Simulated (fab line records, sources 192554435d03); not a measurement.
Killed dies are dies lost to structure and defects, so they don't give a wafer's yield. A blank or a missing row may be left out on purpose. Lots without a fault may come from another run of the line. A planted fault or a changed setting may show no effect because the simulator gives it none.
fab line records | flow n5_finfet
record lots=6 wafers=18 last_day=17
route steps=1938 shown WELL_APT@38 PASSIVATION@1936
lots that met no fault: from a run of the same line without faults
start_h: hours from the record's first day to the start of the lot's first wafer shown | wait_h: hours since the lot's step before | " the same as in the row above | L1.1+2: a row that stands for several wafers | - no value, or no start given | * or withheld: withheld | < > ~ a bound
route shown NAME@n: a module of which the file shows steps, and the number in the route of the first | usual: mean/standard deviation of fault-free wafers | same: alike in all rows | chamber/n: place in a boat | sites: the reading at each site | _std_site: their standard deviation | _edge_site: outer sites' mean less inner sites' | radius_mm: how far each site lies from the wafer's centre | mask NAME#n: copy n | behind: the tool/chamber that last shaped the wafer | hold: why the lot was held/for how many hours/how that ended | device: the transistor (n, p or np) that didn't switch | end of line: the same wafers' tests at the end of the route | a step without rows: its recipe alone | killed: dies lost to structure and defects at the first sort, not the wafer's yield | map: a wafer's dies, x killed, . not, _ none there
set.NAME: the setting as run; set.NAME@STEP: as run at that earlier step | model.NAME: the simulator's own value behind a step, which no gauge read
lots at some steps of the route; a table a step, a row a wafer
services: from which hour (start_h, from the record's first day; less than 0 if before it) a tool's chamber was out of use, for how many hours, and why
## steps
# step N5_WELL_APT_SOFTBAKE_20
# recipe temp_c=130 time_s=60
# step N5_WELL_APT_EXPOSE_22
# recipe mask_id=PWELL na=0.8 source_shape=conventional sigma_outer=0.8 polarization=unpolarized defocus_nm=0 target_cd_nm=200 dose_mj=23.2
# step N5_WELL_APT_PEB_23
# recipe peb_temp_c=130 peb_time_s=90
# step N5_WELL_APT_DEVELOP_24
# recipe develop_time_s=45 rinse_liquid=surfactant_rinse dry=air_spin dev_temp_c=21
# step N5_WELL_APT_HARDBAKE_29
# recipe temp_c=130 time_s=120
# step N5_WELL_APT_CD_MEAS_25
# recipe target_cd_nm=200 landing_energy_ev=500 detector=se_inlens
# usual cd_nm=198.8/2.1
# columns lot.wafer tool chamber start_h wait_h cd_nm
L201.1 cd_sem-03 0 39.07 - 202.5
L201.2 " 0 " " 196.3
L201.6 " 0 " " 196.9
L204.1 cd_sem-03 0 61.38 - 201.3
L204.2 " 0 " " 199.8
L204.3 " 0 " " 201.5
L216.2 cd_sem-02 0 129.01 - 195.1
L216.3 " 0 " " 194.1
L216.4 " 0 " " 197.0
L217.2 cd_sem-02 0 134.82 - 198.3
L217.5 " 0 " " 200.0
L217.6 " 0 " " 200.4
L218.2 cd_sem-01 0 140.85 - 199.1
L218.3 " 0 " " 200.9
L218.6 " 0 " " 199.9
L220.2 cd_sem-01 0 152.96 - 197.1
L220.3 " 0 " " 198.1
L220.6 " 0 " " 197.3
# step N5_WELL_APT_OVL_MEAS_26
# recipe points_per_wafer=44
# usual PWELL_OVL=2/5.1
# columns lot.wafer tool chamber start_h wait_h PWELL_OVL[nm]
L201.1 overlay-02 0 39.10 0.0 -1
L201.2 " 0 " " 8
L201.6 " 0 " " 5
L204.1 overlay-01 0 61.41 0.0 -1
L204.2 " 0 " " -6
L204.3 " 0 " " -4
L216.2 overlay-01 0 129.04 0.0 3
L216.3 " 0 " " 5
L216.4 " 0 " " 10
L217.2 overlay-02 0 134.85 0.0 8
L217.5 " 0 " " 1
L217.6 " 0 " " 4
L218.2 overlay-02 0 140.88 0.0 6
L218.3 " 0 " " 7
L218.6 " 0 " " 3
L220.2 overlay-01 0 152.99 0.0 2
L220.3 " 0 " " 2
L220.6 " 0 " " -2
# step N5_WELL_APT_INSPECT_27
# recipe mode=adi inspect_instrument=macro
# usual raw_defect_count=2.0/1.3
# columns lot.wafer tool chamber start_h wait_h raw_defect_count
L201.1 defect_inspect-02 - 39.12 0.0 1
L201.2 " - " " 2
L201.6 " - " " 0
L204.1 defect_inspect-01 - 61.43 0.0 4
L204.2 " - " " 1
L204.3 " - " " 0
L216.2 defect_inspect-01 - 129.06 0.0 1
L216.3 " - " " 1
L216.4 " - " " 1
L217.2 defect_inspect-01 - 134.87 0.0 3
L217.5 " - " " 3
L217.6 " - " " 1
L218.2 defect_inspect-02 - 140.90 0.0 1
L218.3 " - " " 2
L218.6 " - " " 3
L220.2 defect_inspect-02 - 153.01 0.0 0
L220.3 " - " " 2
L220.6 " - " " 3
# step N5_WELL_APT_DESCUM_30
# recipe chemistry=O2 time_s=7.9 source_power_w=50 bias_power_w=20 pressure_mtorr=20 rf_frequency_hz=2.712e+07 temp_c=40 o2_flow_sccm=225
# usual drypump_motor_current_A=5.6/0.54 oes_product_au=0.77/0.078 rf_vpp_V=243.3/1.5 showerhead_plenum_p_Torr=2.10/0.08 throttle_valve_pct=20.44/0.19
# columns lot.wafer tool chamber start_h wait_h drypump_motor_current_A oes_product_au rf_hours_counter_h rf_vpp_V showerhead_plenum_p_Torr throttle_valve_pct
L201.1 rie_diel-01 0 39.16 0.0 5.4 0.70 230 242.5 2.07 20.84
L201.2 " 2 " " 6.4 0.85 58 241.6 2.03 20.19
L201.6 " 2 " " 6.4 0.85 - 242.5 2.03 20.20
L204.1 rie_diel-01 1 61.85 0.4 5.6 0.80 131 243.1 2.00 20.35
L204.2 " 0 " " 5.3 0.68 240 242.0 2.07 20.84
L204.3 " 2 " " 6.4 0.84 69 242.5 2.03 20.21
L216.2 rie_diel-05 1 129.10 0.0 5.5 0.74 146 243.0 2.07 20.50
L216.3 " 2 " " 5.1 0.70 201 240.9 1.99 20.15
L216.4 " 0 " " 5.7 0.76 144 241.2 1.93 20.13
L217.2 rie_diel-03 0 134.91 0.0 4.7 0.71 203 244.6 2.15 20.74
L217.5 " 2 " " 5.9 0.70 - 245.2 2.17 20.33
L217.6 " 3 " " 5.0 0.75 - 243.4 2.11 20.47
L218.2 rie_diel-05 3 140.93 0.0 5.7 0.71 184 243.6 2.07 20.34
L218.3 " 1 " " 5.4 0.73 150 241.7 2.07 20.51
L218.6 " 3 " " 5.8 0.72 - 241.8 2.07 20.35
L220.2 rie_diel-05 1 153.05 0.0 5.4 0.73 153 242.5 2.07 20.50
L220.3 " 2 " " 5.1 0.68 209 241.1 1.98 20.17
L220.6 " 1 " " 5.4 0.73 - 243.9 2.07 20.49
# step N5_WELL_APT_IMPLANT_31
# recipe species=B energy_kev=60 dose_cm2=1.5e+13 tilt_deg=0 rotation_deg=0
# step N5_WELL_APT_IMPLANT_32
# recipe species=BF2 energy_kev=50 dose_cm2=2e+13 tilt_deg=0 rotation_deg=0
# step N5_WELL_APT_STRIP_33
# recipe chemistry=SPM time_s=900 temp_c=130 h2so4_h2o2_vol_ratio=4 dry=ipa_marangoni
# step N5_WELL_APT_RTA_34
# recipe temp_c=1000 time_s=10 ambient=N2 idle_temp_c=600 ramp_up_c_per_s=150 ramp_down_c_per_s=60 cool_to_c=600
# usual anneal_temp_c_max=1003.7/1 lamp_power_pct=13.00/0.05 lamp_zone_1_pct=13.00/0.03 lamp_zone_2_pct=12.996/0.027 lamp_zone_3_pct=12.996/0.03 lamp_zone_4_pct=12.996/0.03 lamp_zone_5_pct=12.996/0.03 lamp_zone_6_pct=12.92/0.031 lamp_zone_7_pct=13.422/0.026 wafer_temp_C_max=1003.6/1.1
# columns lot.wafer tool chamber start_h wait_h anneal_temp_c_max lamp_power_pct lamp_zone_1_pct lamp_zone_2_pct lamp_zone_3_pct lamp_zone_4_pct lamp_zone_5_pct lamp_zone_6_pct lamp_zone_7_pct wafer_temp_C_max
L201.1 rtp_anneal-02 0 39.94 0.0 1004.9 12.99 13.02 12.978 12.991 12.988 12.971 12.94 13.417 1002.3
L201.2 " 0 " " 1003.8 12.90 13.01 13.017 13.003 12.970 12.995 12.92 13.381 1004.5
L201.6 " 0 " " 1003.9 13.00 13.02 12.993 12.985 12.974 12.975 12.97 13.387 1002.3
L204.1 rtp_anneal-01 0 62.61 0.0 1003.2 12.95 13.02 13.030 12.968 12.999 13.006 12.91 13.445 1006.9
L204.2 " 0 " " 1003.0 12.96 13.01 12.928 12.969 12.986 13.009 12.90 13.423 1005.2
L204.3 " 0 " " 1003.4 13.03 13.01 12.996 13.013 12.966 13.043 12.93 13.378 1003.6
L216.2 rtp_anneal-02 0 131.13 1.3 1005.8 10.31 10.29 10.269 10.276 10.255 10.273 10.18 10.591 1003.9
L216.3 " 0 " " 1004.1 10.33 10.22 10.258 10.244 10.238 10.296 10.22 10.608 1004.1
L216.4 " 0 " " 1005.2 10.25 10.23 10.314 10.250 10.248 10.266 10.21 10.582 1003.2
L217.2 rtp_anneal-02 0 135.90 0.3 1004.5 10.22 10.31 10.230 10.252 10.264 10.209 10.17 10.635 1003.6
L217.5 " 0 " " 1004.5 10.12 10.29 10.288 10.251 10.289 10.233 10.22 10.533 1003.4
L217.6 " 0 " " 1005.0 10.31 10.26 10.231 10.334 10.211 10.246 10.16 10.647 1004.6
L218.2 rtp_anneal-01 0 141.84 0.2 1002.4 13.00 13.01 12.976 13.030 12.969 13.004 12.88 13.445 1003.0
L218.3 " 0 " " 1003.0 13.07 13.05 12.995 12.976 13.015 12.986 12.92 13.375 1004.1
L218.6 " 0 " " 1002.7 12.93 12.94 12.985 12.975 13.014 13.049 12.94 13.460 1003.6
L220.2 rtp_anneal-01 0 153.83 0.0 1002.5 12.89 13.00 13.040 12.977 12.980 13.028 12.96 13.394 1001.8
L220.3 " 0 " " 1002.4 13.10 12.99 13.082 12.984 13.006 13.039 12.89 13.417 1003.2
L220.6 " 0 " " 1002.7 13.04 13.05 13.004 12.953 12.921 13.041 12.92 13.467 1004.3
# step N5_WELL_APT_OXIDE_STRIP_42
# recipe chemistry=dHF dilution=25:1 time_s=45 temp_c=25 target=SiO2 target_depth_a=120
# step N5_PASSIVATION_PROBE_49
# usual killed_at_M0_to_M3=34/8.9 killed_at_M4_up=13/5 killed_at_contacts=12/7 killed_at_front_end=38/11 killed_at_other=3.2/2.9 killed_dies=99/16 killed_open=65/13 killed_short=32/7.6
# same gross_dies=1180 killed_at_back_side=0
# columns lot.wafer tool chamber start_h wait_h killed_at_M0_to_M3 killed_at_M4_up killed_at_contacts killed_at_front_end killed_at_other killed_dies killed_open killed_short
L201.1 prober-02 - 280.79 0.0 44 17 44 27 6 138 93 39
L201.2 prober-02 - 280.84 0.1 28 7 24 37 2 98 63 35
L201.6 prober-02 - 281.04 0.3 43 20 29 37 0 129 71 53
L204.1 prober-02 - 303.19 0.0 46 9 18 37 4 114 81 33
L204.2 prober-02 - 303.24 0.1 51 19 8 25 1 104 74 30
L204.3 prober-02 - 303.29 0.1 44 15 9 31 3 102 67 35
L216.2 prober-01 - 377.14 0.1 40 8 18 50 7 123 82 40
L216.3 prober-01 - 377.19 0.1 29 13 10 46 7 105 64 39
L216.4 prober-01 - 377.24 0.2 18 10 12 28 3 71 52 19
L217.2 prober-01 - 387.66 0.1 14 11 21 39 6 91 56 30
L217.5 prober-01 - 387.81 0.2 30 18 20 38 4 110 75 35
L217.6 prober-01 - 387.86 0.3 30 19 18 34 7 108 82 25
L220.2 prober-02 - 401.00 0.1 24 10 4 25 2 65 39 23
L220.3 prober-02 - 401.05 0.1 25 9 11 28 2 75 47 27
L220.6 prober-02 - 401.20 0.3 28 16 16 28 2 90 67 22
# killed by level:class
L201.1 MOL_CONTACT_COAG:geometric_particle:open=39 BEOL_M0_SAQP:geometric_particle:open=13 BEOL_M0_SAQP:geometric_particle:short=9 GATE_CUT:geometric_particle:short=6 BEOL_M1:geometric_particle:open=6 FIN_SAQP:geometric_particle:open=5 BEOL_M4:geometric_particle:short=5 MOL_CONTACT_COAG:geometric_particle:short=4
L201.2 MOL_CONTACT_COAG:geometric_particle:open=16 BEOL_M3:geometric_particle:open=9 ILD0:geometric_particle:short=8 MOL_CONTACT_COAG:geometric_particle:short=8 BEOL_M0_SAQP:geometric_particle:open=8 FIN_SAQP:geometric_particle:open=4 DUMMY_GATE:geometric_particle:open=4 BEOL_M0_SAQP:geometric_particle:short=4
L201.6 MOL_CONTACT_COAG:geometric_particle:open=22 BEOL_M0_SAQP:geometric_particle:open=12 BEOL_M0_SAQP:geometric_particle:short=11 FIN_SAQP:geometric_particle:short=10 FIN_SAQP:geometric_particle:open=10 BEOL_M3:geometric_particle:open=9 BEOL_M4:geometric_particle:short=9 MOL_CONTACT_COAG:geometric_particle:short=7
L204.1 MOL_CONTACT_COAG:geometric_particle:open=16 STI_FIN_REVEAL:geometric_particle:open=11 BEOL_M0:geometric_particle:open=9 BEOL_M3:geometric_particle:open=7 BEOL_M0_SAQP:geometric_particle:open=7 FIN_SAQP:geometric_particle:open=6 BEOL_M0_SAQP:geometric_particle:short=6 STARTING-WAFER:geometric_particle:short=5
L204.2 BEOL_M4:geometric_particle:open=10 BEOL_M2:geometric_particle:open=9 BEOL_M0_SAQP:geometric_particle:open=9 BEOL_M0_SAQP:geometric_particle:short=8 BEOL_M0:geometric_particle:open=8 MOL_CONTACT_COAG:geometric_particle:open=6 DUMMY_GATE:geometric_particle:open=5 BEOL_M3:geometric_particle:open=5
L204.3 BEOL_M0_SAQP:geometric_particle:short=9 MOL_CONTACT_COAG:geometric_particle:open=8 BEOL_M0:geometric_particle:open=8 DUMMY_GATE:geometric_particle:open=7 BEOL_M4:geometric_particle:open=6 STI_FIN_REVEAL:geometric_particle:open=5 BEOL_M2:geometric_particle:short=5 BEOL_M0_SAQP:geometric_particle:open=4
L216.2 MOL_CONTACT_COAG:geometric_particle:open=10 FIN_SAQP:geometric_particle:open=9 DUMMY_GATE:geometric_particle:open=8 MOL_CONTACT_COAG:geometric_particle:short=8 BEOL_M1:geometric_particle:open=7 BEOL_M3:geometric_particle:open=7 STARTING-WAFER:geometric_particle:open=7 BEOL_M0_SAQP:geometric_particle:open=6
L216.3 FIN_SAQP:geometric_particle:short=13 MOL_CONTACT_COAG:geometric_particle:open=8 BEOL_M2:geometric_particle:open=8 BEOL_M3:geometric_particle:open=8 FIN_SAQP:geometric_particle:open=5 STI_FIN_REVEAL:geometric_particle:open=5 GATE_CUT:geometric_particle:short=5 BEOL_M0_SAQP:geometric_particle:short=5
L216.4 STI_FIN_REVEAL:geometric_particle:open=12 MOL_CONTACT_COAG:geometric_particle:open=9 BEOL_M0_SAQP:geometric_particle:open=5 GATE_CUT:geometric_particle:short=4 BEOL_M5:geometric_particle:open=4 MOL_CONTACT_COAG:geometric_particle:short=3 BEOL_M0_SAQP:geometric_particle:short=3 BEOL_M3:geometric_particle:open=3
L217.2 MOL_CONTACT_COAG:geometric_particle:open=14 STI_FIN_REVEAL:geometric_particle:open=10 MOL_CONTACT_COAG:geometric_particle:short=7 BEOL_M0_SAQP:geometric_particle:open=7 FIN_SAQP:geometric_particle:open=4 GATE_CUT:geometric_particle:short=4 FIN_SAQP:coat_microbubble_printed=4 FIN_SAQP:geometric_particle:short=3
L217.5 MOL_CONTACT_COAG:geometric_particle:open=17 STI_FIN_REVEAL:geometric_particle:open=12 BEOL_M4:geometric_particle:open=9 BEOL_M0_SAQP:geometric_particle:open=7 BEOL_M0_SAQP:geometric_particle:short=7 BEOL_M1:geometric_particle:open=7 FIN_SAQP:geometric_particle:open=6 GATE_CUT:geometric_particle:short=6
L217.6 MOL_CONTACT_COAG:geometric_particle:open=15 STI_FIN_REVEAL:geometric_particle:open=14 BEOL_M4:geometric_particle:open=12 BEOL_M1:geometric_particle:open=7 DUMMY_GATE:geometric_particle:open=6 BEOL_M0_SAQP:geometric_particle:open=6 FIN_SAQP:geometric_particle:open=5 BEOL_M0_SAQP:geometric_particle:short=5
L220.2 BEOL_M3:geometric_particle:open=8 STI_FIN_REVEAL:geometric_particle:open=7 BEOL_M1:geometric_particle:open=5 FIN_SAQP:geometric_particle:short=4 BEOL_M3:geometric_particle:short=4 STARTING-WAFER:geometric_particle:short=4 MOL_CONTACT_COAG:geometric_particle:open=3 BEOL_M4:geometric_particle:open=3
L220.3 MOL_CONTACT_COAG:geometric_particle:open=10 FIN_SAQP:geometric_particle:short=8 BEOL_M4:geometric_particle:open=7 BEOL_M3:geometric_particle:short=5 STARTING-WAFER:geometric_particle:open=5 STI_FIN_REVEAL:geometric_particle:open=4 GATE_CUT:geometric_particle:short=4 BEOL_M3:geometric_particle:open=4
L220.6 MOL_CONTACT_COAG:geometric_particle:open=16 BEOL_M3:geometric_particle:open=10 BEOL_M4:geometric_particle:open=8 STI_FIN_REVEAL:geometric_particle:open=7 BEOL_M3:geometric_particle:short=7 DUMMY_GATE:geometric_particle:open=4 BEOL_M1:geometric_particle:open=4 FIN_SAQP:geometric_particle:open=3
## services
# columns tool chamber start_h hours kind
rie_diel-05 - 42.70 28.1 pm
rie_diel-01 - 45.13 0.4 repair
rie_diel-05 3 78.46 7.1 repair
rie_diel-01 0 86.00 - clean
rie_diel-01 0 86.00 - consumable_replace:focus_ring
rie_diel-01 0 86.00 21.0 scheduled_down
rie_diel-01 0 86.00 21.0 vent_cycle
rie_diel-01 1 114.94 11.2 repair
rtp_anneal-01 - 129.14 7.3 pm
rie_diel-01 3 136.96 - clean
rie_diel-01 3 136.96 - consumable_replace:focus_ring
## key
first_sign step=N5_WELL_APT_RTA_34 reading=lamp_zone_7_pct direction=down sigmas=99+ usual=* struck=*
effect step=N5_WELL_APT_RTA_34 reading=lamp_zone_2_pct direction=down sigmas=99+ usual=* struck=*
met_at N5_WELL_APT_RTA_34
struck_wafers L216.2,L216.3,L216.4,L217.2,L217.5,L217.6
tester_left_out L216,L217
onset_between 39.94 131.13
fault kind=process_parameter_drift tool=rtp_anneal-02 chamber=- onset_h=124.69 steps=N5_WELL_APT_RTA_34 channel=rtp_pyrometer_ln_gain offset=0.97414 shape=step end_h=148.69
# tester_left_out: of these lots the tester's yield and bins aren't shown, on N5 and GAA mostly nor the transistor test; their killed dies are dies lost to structure and defects alone, not to doping, threshold or leakage, so they don't give the yield
